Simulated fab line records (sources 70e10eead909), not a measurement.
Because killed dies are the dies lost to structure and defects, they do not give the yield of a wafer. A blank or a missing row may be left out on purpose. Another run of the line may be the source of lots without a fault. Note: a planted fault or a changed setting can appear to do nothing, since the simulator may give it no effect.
fab line records || flow nand-harc
record {"lots": 5, "wafers": 15, "last-day": 23}
route steps=1159 shown A_WL_FILL@817
lots that met no fault: taken from a fault-free run of the same line
start-h: start of the lot's first displayed wafer, in hours after the record's first day || wait-h: hours since the lot's step before || " identical to the entry in the row above || L1.1+2: a row that stands for several wafers || - no value, or no start given || * or withheld: withheld || < > ~ a bound
route shown NAME@n: a module of which the file shows steps, and the number in the route of the first || usual: mean and standard deviation over wafers with no fault || same: alike in all rows || chamber/n: place in a boat || sites: each site's reading || _std_site: the standard deviation of these || _edge_site: outer sites' mean less inner sites' || radius-mm: for every site, how far away it sits from the centre of the wafer || mask NAME#n: copy n || behind: the tool/chamber that last shaped the wafer || hold: reason for holding the lot/hours on hold/outcome of the hold || device: the transistor (n, p or np) that didn't switch || end of line: the tests these same wafers got at the end of their route || step lacking rows: just its recipe || killed: count of dies lost to structure and defects at first sort (not the wafer's yield) || map: shows each die of a wafer: x if killed, . if not, _ if none is there
set.NAME: the run value of the setting; set.NAME@STEP: its run value at that earlier step || model.NAME: the simulator's own value behind a step, which no gauge read
certain route steps with their lots: each step a table, each wafer a row
services: a tool's chamber out of use, with start hour (start-h, from the record's first day; less than 0 if before it), hours out, and reason
## steps
# step NHARC_A_WL_FILL_STRIP_28
# recipe {"time-s": 1200, "temp-c": 72.5, "chemistry": "post-etch-residue-remover"}
# step NHARC_A_WL_FILL_PRECLEAN_06
# recipe {"time-s": 300, "chemistry": "DIW"}
# step NHARC_A_WL_FILL_SRD_07
# step NHARC_A_WL_FILL_ANNEAL_08
# recipe {"temp-c": 450, "time-s": 1800}
# step NHARC_A_WL_FILL_ALD_10
# recipe {"target-thk-a": 500, "pulse-time-s": 10, "ald-cycles": 500, "temp-c": 300, "material": "SiO2"}
# usual {"heater-power-w": "468/44", "precursor-pulse-height-rel": "1.001/0.018"}
# same {"ald-cycles": 500}
{"lot.wafer": "L502.1", "tool": "ald-hk-01", "chamber": 3, "start-h": 357.55, "wait-h": 2.9, "heater-power-w": 460, "precursor-pulse-height-rel": 0.996}
{"lot.wafer": "L502.4", "tool": "ald-hk-01", "chamber": 0, "start-h": 357.55, "wait-h": 2.9, "heater-power-w": 492, "precursor-pulse-height-rel": 0.992}
{"lot.wafer": "L502.6", "tool": "ald-hk-01", "chamber": 0, "start-h": 360.07, "wait-h": 5.4, "heater-power-w": 490, "precursor-pulse-height-rel": 1.002}
{"lot.wafer": "L505.3", "tool": "ald-hk-02", "chamber": 0, "start-h": 368.54, "wait-h": 0.6, "heater-power-w": 491, "precursor-pulse-height-rel": 0.993}
{"lot.wafer": "L505.1", "tool": "ald-hk-02", "chamber": 1, "start-h": 368.54, "wait-h": 0.6, "heater-power-w": 385, "precursor-pulse-height-rel": 0.986}
{"lot.wafer": "L505.4", "tool": "ald-hk-02", "chamber": 2, "start-h": 368.54, "wait-h": 0.6, "heater-power-w": 444, "precursor-pulse-height-rel": 0.987}
{"lot.wafer": "L511.2", "tool": "ald-hk-01", "chamber": 2, "start-h": 420.25, "wait-h": 3.3, "heater-power-w": 448, "precursor-pulse-height-rel": 0.997}
{"lot.wafer": "L511.5", "tool": "ald-hk-01", "chamber": 0, "start-h": 421.27, "wait-h": 4.4, "heater-power-w": 505, "precursor-pulse-height-rel": 1.010}
{"lot.wafer": "L511.6", "tool": "ald-hk-01", "chamber": 1, "start-h": 421.27, "wait-h": 4.4, "heater-power-w": 537, "precursor-pulse-height-rel": 1.025}
{"lot.wafer": "L516.1", "tool": "ald-hk-01", "chamber": 0, "start-h": 447.52, "wait-h": 0.1, "heater-power-w": 497, "precursor-pulse-height-rel": 0.993}
{"lot.wafer": "L516.4", "tool": "ald-hk-01", "chamber": 2, "start-h": 448.54, "wait-h": 1.1, "heater-power-w": 460, "precursor-pulse-height-rel": 0.983}
{"lot.wafer": "L516.5", "tool": "ald-hk-01", "chamber": 0, "start-h": 449.57, "wait-h": 2.1, "heater-power-w": 507, "precursor-pulse-height-rel": 1.004}
{"lot.wafer": "L518.4", "tool": "ald-hk-01", "chamber": 3, "start-h": 451.73, "wait-h": 0.1, "heater-power-w": 489, "precursor-pulse-height-rel": 1.010}
{"lot.wafer": "L518.1", "tool": "ald-hk-01", "chamber": 2, "start-h": 453.26, "wait-h": 1.6, "heater-power-w": 470, "precursor-pulse-height-rel": 0.984}
{"lot.wafer": "L518.6", "tool": "ald-hk-01", "chamber": 0, "start-h": 454.29, "wait-h": 2.6, "heater-power-w": 510, "precursor-pulse-height-rel": 0.971}
# step NHARC_A_WL_FILL_ETCHBACK_16
# recipe {"target-depth-a": 880, "time-s": 17.6, "c4f8-flow-sccm": "withheld", "o2-flow-sccm": 8, "ar-flow-sccm": "withheld", "rf-w": 600, "bias-w": 800, "chemistry": "C4F8/O2/Ar"}
# usual {"oes-product-au": "0.983/0.027", "rf-fwd-power-W": "590.9/2.3", "rf-vpp-V": "723/3.8", "run-length-s": "38.9/0.5"}
{"lot.wafer": "L502.1", "tool": "rie-diel-05", "chamber": 3, "start-h": "-", "wait-h": "-", "oes-product-au": 1.004, "rf-fwd-power-W": 589.0, "rf-hours-counter-h": 0.5, "rf-vpp-V": 725, "run-length-s": 39.1}
{"lot.wafer": "L502.4", "tool": "rie-diel-05", "chamber": 1, "start-h": "-", "wait-h": "-", "oes-product-au": 0.988, "rf-fwd-power-W": 592.0, "rf-hours-counter-h": 0.5, "rf-vpp-V": 718, "run-length-s": 38.5}
{"lot.wafer": "L502.6", "tool": "rie-diel-05", "chamber": 0, "start-h": "-", "wait-h": "-", "oes-product-au": 0.994, "rf-fwd-power-W": 593.8, "rf-hours-counter-h": "-", "rf-vpp-V": 726, "run-length-s": 39.4}
{"lot.wafer": "L505.4", "tool": "rie-diel-05", "chamber": 3, "start-h": "-", "wait-h": "-", "oes-product-au": 1.009, "rf-fwd-power-W": 589.2, "rf-hours-counter-h": 0.8, "rf-vpp-V": 724, "run-length-s": 39.2}
{"lot.wafer": "L505.3", "tool": "rie-diel-05", "chamber": 0, "start-h": "-", "wait-h": "-", "oes-product-au": 0.995, "rf-fwd-power-W": 590.2, "rf-hours-counter-h": 0.7, "rf-vpp-V": 726, "run-length-s": 39.3}
{"lot.wafer": "L505.1", "tool": "rie-diel-05", "chamber": 2, "start-h": "-", "wait-h": "-", "oes-product-au": 1.002, "rf-fwd-power-W": 593.9, "rf-hours-counter-h": 0.3, "rf-vpp-V": 727, "run-length-s": 38.9}
{"lot.wafer": "L511.2", "tool": "rie-diel-01", "chamber": 0, "start-h": "-", "wait-h": "-", "oes-product-au": 0.924, "rf-fwd-power-W": 588.6, "rf-hours-counter-h": 7.8, "rf-vpp-V": 727, "run-length-s": 38.6}
{"lot.wafer": "L511.5", "tool": "rie-diel-01", "chamber": 1, "start-h": "-", "wait-h": "-", "oes-product-au": 0.935, "rf-fwd-power-W": 592.6, "rf-hours-counter-h": "-", "rf-vpp-V": 721, "run-length-s": 38.8}
{"lot.wafer": "L511.6", "tool": "rie-diel-01", "chamber": 2, "start-h": "-", "wait-h": "-", "oes-product-au": 0.926, "rf-fwd-power-W": 590.9, "rf-hours-counter-h": "-", "rf-vpp-V": 720, "run-length-s": 38.6}
{"lot.wafer": "L516.1", "tool": "rie-diel-05", "chamber": 0, "start-h": "-", "wait-h": "-", "oes-product-au": 0.956, "rf-fwd-power-W": 594.9, "rf-hours-counter-h": 2.8, "rf-vpp-V": 726, "run-length-s": 40.0}
{"lot.wafer": "L516.4", "tool": "rie-diel-05", "chamber": 1, "start-h": "-", "wait-h": "-", "oes-product-au": 0.979, "rf-fwd-power-W": 593.2, "rf-hours-counter-h": 2.3, "rf-vpp-V": 718, "run-length-s": 38.2}
{"lot.wafer": "L516.5", "tool": "rie-diel-05", "chamber": 0, "start-h": "-", "wait-h": "-", "oes-product-au": 0.962, "rf-fwd-power-W": 591.0, "rf-hours-counter-h": "-", "rf-vpp-V": 725, "run-length-s": 39.2}
{"lot.wafer": "L518.1", "tool": "rie-diel-11", "chamber": 2, "start-h": "-", "wait-h": "-", "oes-product-au": 0.977, "rf-fwd-power-W": 587.9, "rf-hours-counter-h": 2.7, "rf-vpp-V": 717, "run-length-s": 39.1}
{"lot.wafer": "L518.4", "tool": "rie-diel-11", "chamber": 0, "start-h": "-", "wait-h": "-", "oes-product-au": 1.000, "rf-fwd-power-W": 590.7, "rf-hours-counter-h": 3.0, "rf-vpp-V": 727, "run-length-s": 39.4}
{"lot.wafer": "L518.6", "tool": "rie-diel-11", "chamber": 1, "start-h": "-", "wait-h": "-", "oes-product-au": 0.995, "rf-fwd-power-W": 588.9, "rf-hours-counter-h": "-", "rf-vpp-V": 729, "run-length-s": 38.8}
# step NHARC_A_WL_FILL_STRIP_29
# recipe {"time-s": 20, "o2-flow-sccm": 500, "ar-flow-sccm": 0, "bias-w": 0, "chemistry": "O2"}
# usual {"drypump-motor-current-A": "5.7/0.44", "oes-product-au": "0.999/0.0085", "rf-vpp-V": "57.7/0.83", "showerhead-plenum-p-Torr": "3.53/0.13", "throttle-valve-pct": "17.036/0.01"}
{"lot.wafer": "L502.4", "tool": "rie-diel-05", "chamber": 2, "start-h": 362.22, "wait-h": 0.1, "drypump-motor-current-A": 5.3, "oes-product-au": 0.993, "rf-hours-counter-h": 0.1, "rf-vpp-V": 57.2, "showerhead-plenum-p-Torr": 3.63, "throttle-valve-pct": 17.035}
{"lot.wafer": "L502.1", "tool": "rie-diel-05", "chamber": 3, "start-h": 362.22, "wait-h": 0.1, "drypump-motor-current-A": 6.0, "oes-product-au": 1.004, "rf-hours-counter-h": 0.5, "rf-vpp-V": 59.2, "showerhead-plenum-p-Torr": 3.59, "throttle-valve-pct": 17.015}
{"lot.wafer": "L502.6", "tool": "rie-diel-05", "chamber": 1, "start-h": 362.22, "wait-h": 0.1, "drypump-motor-current-A": 6.0, "oes-product-au": 1.008, "rf-hours-counter-h": "-", "rf-vpp-V": 57.8, "showerhead-plenum-p-Torr": 3.39, "throttle-valve-pct": 17.036}
{"lot.wafer": "L505.3", "tool": "rie-diel-05", "chamber": 0, "start-h": 372.79, "wait-h": 0.1, "drypump-motor-current-A": 5.5, "oes-product-au": 1.005, "rf-hours-counter-h": 0.7, "rf-vpp-V": 57.6, "showerhead-plenum-p-Torr": 3.61, "throttle-valve-pct": 17.046}
{"lot.wafer": "L505.1", "tool": "rie-diel-05", "chamber": 1, "start-h": 372.79, "wait-h": 0.1, "drypump-motor-current-A": 6.0, "oes-product-au": 1.003, "rf-hours-counter-h": 0.7, "rf-vpp-V": 56.7, "showerhead-plenum-p-Torr": 3.39, "throttle-valve-pct": 17.033}
{"lot.wafer": "L505.4", "tool": "rie-diel-05", "chamber": 3, "start-h": 372.79, "wait-h": 0.1, "drypump-motor-current-A": 6.0, "oes-product-au": 1.010, "rf-hours-counter-h": 0.8, "rf-vpp-V": 58.0, "showerhead-plenum-p-Torr": 3.59, "throttle-valve-pct": 17.040}
{"lot.wafer": "L511.2", "tool": "rie-diel-01", "chamber": 3, "start-h": 423.94, "wait-h": 0.1, "drypump-motor-current-A": 5.9, "oes-product-au": 0.996, "rf-hours-counter-h": 7.2, "rf-vpp-V": 58.7, "showerhead-plenum-p-Torr": 3.48, "throttle-valve-pct": 17.044}
{"lot.wafer": "L511.6", "tool": "rie-diel-01", "chamber": 1, "start-h": 423.94, "wait-h": 0.1, "drypump-motor-current-A": 6.3, "oes-product-au": 1.011, "rf-hours-counter-h": "-", "rf-vpp-V": 58.0, "showerhead-plenum-p-Torr": 3.47, "throttle-valve-pct": 17.056}
{"lot.wafer": "L511.5", "tool": "rie-diel-01", "chamber": 2, "start-h": 423.94, "wait-h": 0.1, "drypump-motor-current-A": 6.2, "oes-product-au": 1.003, "rf-hours-counter-h": "-", "rf-vpp-V": 55.8, "showerhead-plenum-p-Torr": 3.40, "throttle-valve-pct": 17.050}
{"lot.wafer": "L516.4", "tool": "rie-diel-05", "chamber": 2, "start-h": 452.24, "wait-h": 0.1, "drypump-motor-current-A": 5.3, "oes-product-au": 0.992, "rf-hours-counter-h": 2.3, "rf-vpp-V": 58.4, "showerhead-plenum-p-Torr": 3.63, "throttle-valve-pct": 17.044}
{"lot.wafer": "L516.1", "tool": "rie-diel-05", "chamber": 1, "start-h": 452.24, "wait-h": 0.1, "drypump-motor-current-A": 6.0, "oes-product-au": 1.009, "rf-hours-counter-h": 2.3, "rf-vpp-V": 57.8, "showerhead-plenum-p-Torr": 3.38, "throttle-valve-pct": 17.037}
{"lot.wafer": "L516.5", "tool": "rie-diel-05", "chamber": 3, "start-h": 452.24, "wait-h": 0.1, "drypump-motor-current-A": 6.0, "oes-product-au": 0.994, "rf-hours-counter-h": "-", "rf-vpp-V": 57.5, "showerhead-plenum-p-Torr": 3.59, "throttle-valve-pct": 17.028}
{"lot.wafer": "L518.4", "tool": "rie-diel-11", "chamber": 0, "start-h": 456.45, "wait-h": 0.1, "drypump-motor-current-A": 5.2, "oes-product-au": 1.014, "rf-hours-counter-h": 3.0, "rf-vpp-V": 59.4, "showerhead-plenum-p-Torr": 3.68, "throttle-valve-pct": 17.025}
{"lot.wafer": "L518.1", "tool": "rie-diel-11", "chamber": 1, "start-h": 456.45, "wait-h": 0.1, "drypump-motor-current-A": 5.6, "oes-product-au": 0.997, "rf-hours-counter-h": 2.9, "rf-vpp-V": 58.1, "showerhead-plenum-p-Torr": 3.75, "throttle-valve-pct": 17.041}
{"lot.wafer": "L518.6", "tool": "rie-diel-11", "chamber": 3, "start-h": 456.45, "wait-h": 0.1, "drypump-motor-current-A": 5.0, "oes-product-au": 0.998, "rf-hours-counter-h": "-", "rf-vpp-V": 57.1, "showerhead-plenum-p-Torr": 3.44, "throttle-valve-pct": 17.055}
# step NHARC_A_WL_FILL_ETCHBACK_17
# recipe {"target-depth-a": 40, "time-s": 26.7, "chemistry": "Cl2/BCl3"}
# usual {"drypump-motor-current-A": "5.89/0.25", "oes-product-au": "1.001/0.0092", "run-length-s": "48.4/0.35"}
{"lot.wafer": "L502.1", "tool": "rie-metal-03", "chamber": 0, "start-h": 362.33, "wait-h": "-", "drypump-motor-current-A": 6.13, "oes-product-au": 1.014, "rf-hours-counter-h": 1.9, "run-length-s": 48.5}
{"lot.wafer": "L502.4", "tool": "rie-metal-03", "chamber": 1, "start-h": 362.33, "wait-h": "-", "drypump-motor-current-A": 5.77, "oes-product-au": 1.004, "rf-hours-counter-h": "-", "run-length-s": 48.1}
{"lot.wafer": "L502.6", "tool": "rie-metal-03", "chamber": 1, "start-h": 362.33, "wait-h": "-", "drypump-motor-current-A": 5.75, "oes-product-au": 0.992, "rf-hours-counter-h": "-", "run-length-s": 47.7}
{"lot.wafer": "L505.1", "tool": "rie-metal-03", "chamber": 1, "start-h": 372.90, "wait-h": "-", "drypump-motor-current-A": 5.77, "oes-product-au": 0.986, "rf-hours-counter-h": 2.4, "run-length-s": 48.0}
{"lot.wafer": "L505.4", "tool": "rie-metal-03", "chamber": 0, "start-h": 372.90, "wait-h": "-", "drypump-motor-current-A": 6.11, "oes-product-au": 1.022, "rf-hours-counter-h": "-", "run-length-s": 48.4}
{"lot.wafer": "L505.3", "tool": "rie-metal-03", "chamber": 1, "start-h": 372.90, "wait-h": "-", "drypump-motor-current-A": 5.73, "oes-product-au": 0.992, "rf-hours-counter-h": "-", "run-length-s": 47.9}
{"lot.wafer": "L511.2", "tool": "rie-metal-02", "chamber": 1, "start-h": 424.02, "wait-h": "-", "drypump-motor-current-A": 6.22, "oes-product-au": 1.003, "rf-hours-counter-h": 0.8, "run-length-s": 49.3}
{"lot.wafer": "L511.6", "tool": "rie-metal-02", "chamber": 1, "start-h": 424.02, "wait-h": "-", "drypump-motor-current-A": 6.30, "oes-product-au": 1.004, "rf-hours-counter-h": "-", "run-length-s": 48.8}
{"lot.wafer": "L511.5", "tool": "rie-metal-02", "chamber": 0, "start-h": 424.02, "wait-h": "-", "drypump-motor-current-A": 5.92, "oes-product-au": 1.014, "rf-hours-counter-h": "-", "run-length-s": 48.7}
{"lot.wafer": "L516.1", "tool": "rie-metal-03", "chamber": 1, "start-h": 452.34, "wait-h": "-", "drypump-motor-current-A": 5.76, "oes-product-au": 0.993, "rf-hours-counter-h": 5.2, "run-length-s": 48.0}
{"lot.wafer": "L516.4", "tool": "rie-metal-03", "chamber": 1, "start-h": 452.34, "wait-h": "-", "drypump-motor-current-A": 5.74, "oes-product-au": 0.992, "rf-hours-counter-h": "-", "run-length-s": 47.7}
{"lot.wafer": "L516.5", "tool": "rie-metal-03", "chamber": 1, "start-h": 452.34, "wait-h": "-", "drypump-motor-current-A": 5.72, "oes-product-au": 0.991, "rf-hours-counter-h": "-", "run-length-s": 48.4}
{"lot.wafer": "L518.1", "tool": "rie-metal-01", "chamber": 1, "start-h": 456.53, "wait-h": "-", "drypump-motor-current-A": 5.69, "oes-product-au": 1.001, "rf-hours-counter-h": 4.3, "run-length-s": 48.1}
{"lot.wafer": "L518.4", "tool": "rie-metal-01", "chamber": 0, "start-h": 456.53, "wait-h": "-", "drypump-motor-current-A": 5.52, "oes-product-au": 0.998, "rf-hours-counter-h": "-", "run-length-s": 48.3}
{"lot.wafer": "L518.6", "tool": "rie-metal-01", "chamber": 1, "start-h": 456.53, "wait-h": "-", "drypump-motor-current-A": 5.71, "oes-product-au": 1.004, "rf-hours-counter-h": "-", "run-length-s": 48.5}
# step NHARC_A_WL_FILL_PRECLEAN_18
# recipe {"time-s": 30, "chemistry": "dHF"}
# step NHARC_A_WL_FILL_SRD_21
# step NHARC_A_WL_FILL_CVD_23
# recipe {"target-thk-a": 400, "temp-c": 620, "pressure-mtorr": 200, "time-s": 800, "material": "poly-Si"}
# step NHARC_A_WL_FILL_ETCHBACK_26
# recipe {"target-depth-a": 520, "time-s": 13.3, "hbr-flow-sccm": 150, "rf-w": 350, "icp-w": 350, "bias-w": 60, "chemistry": "HBr"}
# usual {"drypump-motor-current-A": "5.9/0.58", "oes-product-au": "0.998/0.011", "rf-fwd-power-W": "342.7/1.7", "run-length-s": "34.5/0.4", "throttle-valve-pct": "23.265/0.0082"}
{"lot.wafer": "L502.4", "tool": "rie-si-04", "chamber": 0, "start-h": 367.51, "wait-h": 0.4, "drypump-motor-current-A": 4.9, "oes-product-au": 1.013, "rf-fwd-power-W": 344.0, "rf-hours-counter-h": 0.5, "run-length-s": 34.7, "throttle-valve-pct": 23.261}
{"lot.wafer": "L502.1", "tool": "rie-si-04", "chamber": 2, "start-h": 367.51, "wait-h": 0.4, "drypump-motor-current-A": 6.3, "oes-product-au": 0.998, "rf-fwd-power-W": 340.2, "rf-hours-counter-h": 0.7, "run-length-s": 34.3, "throttle-valve-pct": 23.264}
{"lot.wafer": "L502.6", "tool": "rie-si-04", "chamber": 0, "start-h": 367.51, "wait-h": 0.4, "drypump-motor-current-A": 4.9, "oes-product-au": 1.002, "rf-fwd-power-W": 342.3, "rf-hours-counter-h": "-", "run-length-s": 34.7, "throttle-valve-pct": 23.262}
{"lot.wafer": "L505.4", "tool": "rie-si-02", "chamber": 3, "start-h": 378.26, "wait-h": 0.4, "drypump-motor-current-A": 5.9, "oes-product-au": 1.005, "rf-fwd-power-W": 345.1, "rf-hours-counter-h": 1.2, "run-length-s": 34.7, "throttle-valve-pct": 23.279}
{"lot.wafer": "L505.3", "tool": "rie-si-02", "chamber": 0, "start-h": 378.26, "wait-h": 0.4, "drypump-motor-current-A": 5.3, "oes-product-au": 0.992, "rf-fwd-power-W": 343.8, "rf-hours-counter-h": 1.1, "run-length-s": 34.9, "throttle-valve-pct": 23.263}
{"lot.wafer": "L505.1", "tool": "rie-si-02", "chamber": 2, "start-h": 378.26, "wait-h": 0.4, "drypump-motor-current-A": 6.2, "oes-product-au": 1.000, "rf-fwd-power-W": 344.8, "rf-hours-counter-h": 1.2, "run-length-s": 34.4, "throttle-valve-pct": 23.263}
{"lot.wafer": "L511.2", "tool": "rie-si-04", "chamber": 2, "start-h": 429.46, "wait-h": 0.4, "drypump-motor-current-A": 6.3, "oes-product-au": 1.004, "rf-fwd-power-W": 342.8, "rf-hours-counter-h": 1.1, "run-length-s": 34.4, "throttle-valve-pct": 23.273}
{"lot.wafer": "L511.6", "tool": "rie-si-04", "chamber": 3, "start-h": 429.46, "wait-h": 0.4, "drypump-motor-current-A": 5.5, "oes-product-au": 0.994, "rf-fwd-power-W": 343.0, "rf-hours-counter-h": "-", "run-length-s": 34.0, "throttle-valve-pct": 23.265}
{"lot.wafer": "L511.5", "tool": "rie-si-04", "chamber": 0, "start-h": 429.46, "wait-h": 0.4, "drypump-motor-current-A": 5.0, "oes-product-au": 1.009, "rf-fwd-power-W": "-", "rf-hours-counter-h": "-", "run-length-s": 30.7, "throttle-valve-pct": 23.253}
{"lot.wafer": "L516.4", "tool": "rie-si-03", "chamber": 0, "start-h": 457.53, "wait-h": 0.4, "drypump-motor-current-A": 6.7, "oes-product-au": 1.003, "rf-fwd-power-W": 340.9, "rf-hours-counter-h": 0.8, "run-length-s": 33.9, "throttle-valve-pct": 23.276}
{"lot.wafer": "L516.1", "tool": "rie-si-03", "chamber": 1, "start-h": 457.53, "wait-h": 0.4, "drypump-motor-current-A": 5.5, "oes-product-au": 0.979, "rf-fwd-power-W": 340.8, "rf-hours-counter-h": 0.8, "run-length-s": 34.8, "throttle-valve-pct": 23.281}
{"lot.wafer": "L516.5", "tool": "rie-si-03", "chamber": 0, "start-h": 457.53, "wait-h": 0.4, "drypump-motor-current-A": 6.7, "oes-product-au": 1.001, "rf-fwd-power-W": 342.1, "rf-hours-counter-h": "-", "run-length-s": 33.9, "throttle-valve-pct": 23.256}
{"lot.wafer": "L518.4", "tool": "rie-si-03", "chamber": 0, "start-h": 461.68, "wait-h": 0.4, "drypump-motor-current-A": 6.7, "oes-product-au": 1.009, "rf-fwd-power-W": 342.2, "rf-hours-counter-h": 0.8, "run-length-s": 33.9, "throttle-valve-pct": 23.272}
{"lot.wafer": "L518.1", "tool": "rie-si-03", "chamber": 1, "start-h": 461.68, "wait-h": 0.4, "drypump-motor-current-A": 5.5, "oes-product-au": 0.994, "rf-fwd-power-W": 342.1, "rf-hours-counter-h": 0.8, "run-length-s": 34.8, "throttle-valve-pct": 23.262}
{"lot.wafer": "L518.6", "tool": "rie-si-03", "chamber": 0, "start-h": 461.68, "wait-h": 0.4, "drypump-motor-current-A": 6.7, "oes-product-au": 1.013, "rf-fwd-power-W": 342.0, "rf-hours-counter-h": "-", "run-length-s": 34.3, "throttle-valve-pct": 23.255}
# step NHARC_A_WL_FILL_PRECLEAN_30
# recipe {"time-s": 10, "chemistry": "dHF"}
## services
{"tool": "rie-diel-05", "chamber": "-", "start-h": 340.61, "hours": 9.0, "kind": "pm"}
{"tool": "rie-diel-05", "chamber": 0, "start-h": 340.61, "hours": 9.0, "kind": "vent-cycle"}
{"tool": "rie-diel-05", "chamber": 1, "start-h": 340.61, "hours": 9.0, "kind": "vent-cycle"}
{"tool": "rie-diel-05", "chamber": 2, "start-h": 340.61, "hours": 19.0, "kind": "vent-cycle"}
{"tool": "rie-diel-05", "chamber": 3, "start-h": 340.61, "hours": 9.0, "kind": "vent-cycle"}
{"tool": "rie-diel-05", "chamber": 0, "start-h": 349.61, "hours": "-", "kind": "clean"}
{"tool": "rie-diel-05", "chamber": 1, "start-h": 349.61, "hours": "-", "kind": "clean"}
{"tool": "rie-diel-05", "chamber": 3, "start-h": 349.61, "hours": "-", "kind": "clean"}
{"tool": "rie-metal-02", "chamber": 0, "start-h": 362.89, "hours": 3.2, "kind": "repair"}
{"tool": "rie-diel-11", "chamber": "-", "start-h": 366.50, "hours": 9.0, "kind": "pm"}
{"tool": "rie-si-04", "chamber": "-", "start-h": 372.59, "hours": 0.1, "kind": "repair"}
{"tool": "rie-diel-05", "chamber": 0, "start-h": 374.11, "hours": "-", "kind": "clean"}
{"tool": "rie-metal-02", "chamber": "-", "start-h": 388.00, "hours": 9.0, "kind": "pm"}
{"tool": "rie-si-02", "chamber": "-", "start-h": 388.00, "hours": 9.0, "kind": "pm"}
{"tool": "rie-diel-05", "chamber": 2, "start-h": 393.23, "hours": 3.3, "kind": "repair"}
{"tool": "rie-diel-05", "chamber": 1, "start-h": 402.01, "hours": 13.6, "kind": "repair"}
{"tool": "ald-hk-01", "chamber": "-", "start-h": 409.24, "hours": 10.0, "kind": "pm"}
{"tool": "rie-si-03", "chamber": 1, "start-h": 419.66, "hours": 2.7, "kind": "repair"}
{"tool": "rie-diel-11", "chamber": 1, "start-h": 437.11, "hours": 3.8, "kind": "repair"}
{"tool": "rie-si-04", "chamber": 0, "start-h": 452.25, "hours": 1.8, "kind": "repair"}
{"tool": "rie-metal-03", "chamber": "-", "start-h": 453.00, "hours": 9.0, "kind": "pm"}
{"tool": "rie-si-04", "chamber": "-", "start-h": 453.00, "hours": 9.0, "kind": "pm"}
{"tool": "rie-diel-05", "chamber": "-", "start-h": 456.25, "hours": 1.9, "kind": "repair"}
{"tool": "ald-hk-02", "chamber": "-", "start-h": 461.23, "hours": 10.0, "kind": "pm"}
## key
first-sign {"step": "NHARC_A_WL_FILL_ETCHBACK_26", "reading": "run-length-s", "direction": "down", "sigmas": 9.7, "usual": "*", "struck": "*"}
effect none on later readings
met-at NHARC_A_WL_FILL_ETCHBACK_26
struck-wafers L511.5
tester-left-out L511
onset-between 367.51 429.46
fault {"kind": "process-parameter-drift", "tool": "rie-si-04", "chamber": 0, "onset-h": 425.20, "steps": "NHARC_A_WL_FILL_ETCHBACK_26", "channel": "time-s", "offset": "*", "shape": "step", "end-h": 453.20, "acts-in": "*", "stated": "*"}
# tester-left-out: of these lots the tester's yield and bins aren't shown, on N5 and GAA mostly nor the transistor test; their killed dies are dies lost to structure and defects alone, not to doping, threshold or leakage, so they don't give the yield
